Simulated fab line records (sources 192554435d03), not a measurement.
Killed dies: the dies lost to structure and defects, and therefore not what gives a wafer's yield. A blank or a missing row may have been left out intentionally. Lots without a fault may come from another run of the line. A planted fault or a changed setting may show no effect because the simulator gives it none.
Split-lot study | flow n5 finfet | 7 lots, 21 wafers read, on a route of 1938 steps

ABOUT THE SPLIT
At N5_BEOL_M1_EXPOSE_08 (exposes mask M1), the setting dose mj was moved away from the recipe's 33 on 11 of the 21 wafers read, by -5.6% to +3.9%. For the rest of the wafers, this setting stayed at what the recipe calls for.

FROM THE SPLIT TO THE READING: what the file shows between them, 9 steps
- N5_BEOL_M1_PEB_09: peb time 60 s
- N5_BEOL_M1_DEVELOP_10: develop time 30 s
- N5_BEOL_M1_DESCUM_16: chemistry O2, time 7 s
- N5_BEOL_M1_ETCH_74: etches underlayer in N2/H2, target depth 6.5 nm, time 5.2 s
- N5_BEOL_M1_ETCH_63: etches SiARC in CF4, target depth 15.6 nm, time 26 s
- N5_BEOL_M1_ETCH_64: etches SOC in N2/H2, target depth 75 nm, overetch 15 nm, time 112.5 s
- N5_BEOL_M1_STRIP_65: strips in N2/H2
- N5_BEOL_M1_STRIP_75: strips in N2/H2
- N5_BEOL_M1_STRIP_66: strips in CF4

THE READING
BEOL_M1.cd offset nm (the simulator's own value, which no gauge read), in nm, at N5_BEOL_M1_HM_OPEN_17 (chemistry Cl2/BCl3, target TiN, target depth 20 nm, overetch 6 nm). The file gives no usual value for it. The 10 wafers here that ran the recipe average 0.2 nm, standard deviation 0.22 nm.

wafer  | tool, chamber at the split | dose mj as run | against the recipe | BEOL_M1.cd offset nm, nm | against lot-mates on the recipe
L081.1 | euv scanner-02, 0          | 33.99          | +3.0%              | 0.8                      | +0.6
L081.4 | euv scanner-02, 0          | 33             | recipe             | 0.2                      | -
L081.5 | euv scanner-02, 0          | 33.99          | +3.0%              | 1                        | +0.8
L083.1 | euv scanner-01, 0          | 33             | recipe             | 0.2                      | -
L083.4 | euv scanner-01, 0          | 33             | recipe             | 0.6                      | -
L083.5 | euv scanner-01, 0          | 33             | recipe             | 0                        | -
L084.1 | euv scanner-02, 0          | 31.14          | -5.6%              | -0.4                     | no lot-mate on the recipe
L084.3 | euv scanner-02, 0          | 31.14          | -5.6%              | -1                       | no lot-mate on the recipe
L084.6 | euv scanner-02, 0          | 31.14          | -5.6%              | -0.4                     | no lot-mate on the recipe
L085.4 | euv scanner-02, 0          | 32.12          | -2.7%              | -0.4                     | -0.8
L085.5 | euv scanner-02, 0          | 33             | recipe             | 0.4                      | -
L085.6 | euv scanner-02, 0          | 32.12          | -2.7%              | 0                        | -0.4
L086.2 | euv scanner-02, 0          | 34.28          | +3.9%              | 1.2                      | +1.0
L086.4 | euv scanner-02, 0          | 33             | recipe             | 0                        | -
L086.6 | euv scanner-02, 0          | 33             | recipe             | 0.4                      | -
L088.3 | euv scanner-01, 0          | 31.74          | -3.8%              | -0.8                     | -0.6
L088.4 | euv scanner-01, 0          | 31.74          | -3.8%              | -0.8                     | -0.6
L088.5 | euv scanner-01, 0          | 33             | recipe             | -0.2                     | -
L095.3 | euv scanner-02, 0          | 33             | recipe             | 0.2                      | -
L095.4 | euv scanner-02, 0          | 33             | recipe             | 0.2                      | -
L095.6 | euv scanner-02, 0          | 32.1           | -2.7%              | -0.8                     | -1.0

THE FIT
A straight line over all 21 wafers: BEOL_M1.cd offset nm changes by +0.194 nm for each +1% of dose mj; r = +0.89; the points scatter about the line by 0.28 nm.
The same after taking each lot's own level away (the mean of its wafers on the recipe; 18 wafers): +0.223 nm for each +1%; r = +0.93; scatter 0.2 nm.
Per that fit: largest dose mj move, reading shift of 1.3 nm.
From -0.20 to 0.40 nm: that is the span of the lots' own levels, equal to 2.7 times the standard deviation above.
Hence the slope depends on the lot-to-lot level, as the two fits are not the same.
Check: for one of the wafers moved furthest among these (+3.9%), held out of the fit, the line's prediction against its lot-mates is +0.836 nm. Against them it came out at +1 nm.

OTHER SPLITS APPLIED TO THESE WAFERS
Before the reading, these wafers also passed through other splits. Each is held against what the fit with the lots' levels taken away leaves over:
other split on the same wafers           | wafers away from the commonest value | r with BEOL_M1.cd offset nm (lot level and that fit taken away)
N5_MOL_CONTACT_COAG_COAT_76 spin rpm     | 8                                    | +0.28
N5_MOL_CONTACT_COAG_CVD_140 target thk a | 11                                   | -0.11
N5_BEOL_M1_HM_DEP_02 target thk a        | 9                                    | -0.21

THE WHOLE CHAIN: every reading that the file lists as answering this split, in the file's order
step                  | what it does                                                          | reading                                                               | change (the file's fit)               | r (the file's)
N5_BEOL_M1_ETCH_74    | etches underlayer in N2/H2, target depth 6.5 nm, time 5.2 s           | BEOL_M1.cd offset nm (the simulator's own value, which no gauge read) | +0.179 nm for each +1% of the setting | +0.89
N5_BEOL_M1_ETCH_63    | etches SiARC in CF4, target depth 15.6 nm, time 26 s                  | BEOL_M1.cd offset nm (the simulator's own value, which no gauge read) | +0.191 nm for each +1% of the setting | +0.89
N5_BEOL_M1_ETCH_64    | etches SOC in N2/H2, target depth 75 nm, overetch 15 nm, time 112.5 s | BEOL_M1.cd offset nm (the simulator's own value, which no gauge read) | +0.224 nm for each +1% of the setting | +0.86
N5_BEOL_M1_HM_OPEN_17 | chemistry Cl2/BCl3, target TiN, target depth 20 nm, overetch 6 nm     | BEOL_M1.cd offset nm (the simulator's own value, which no gauge read) | +0.237 nm for each +1% of the setting | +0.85

FILE'S OWN FIT
BEOL_M1.cd offset nm changes by +0.237 nm for each +1% of dose mj, r = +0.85.
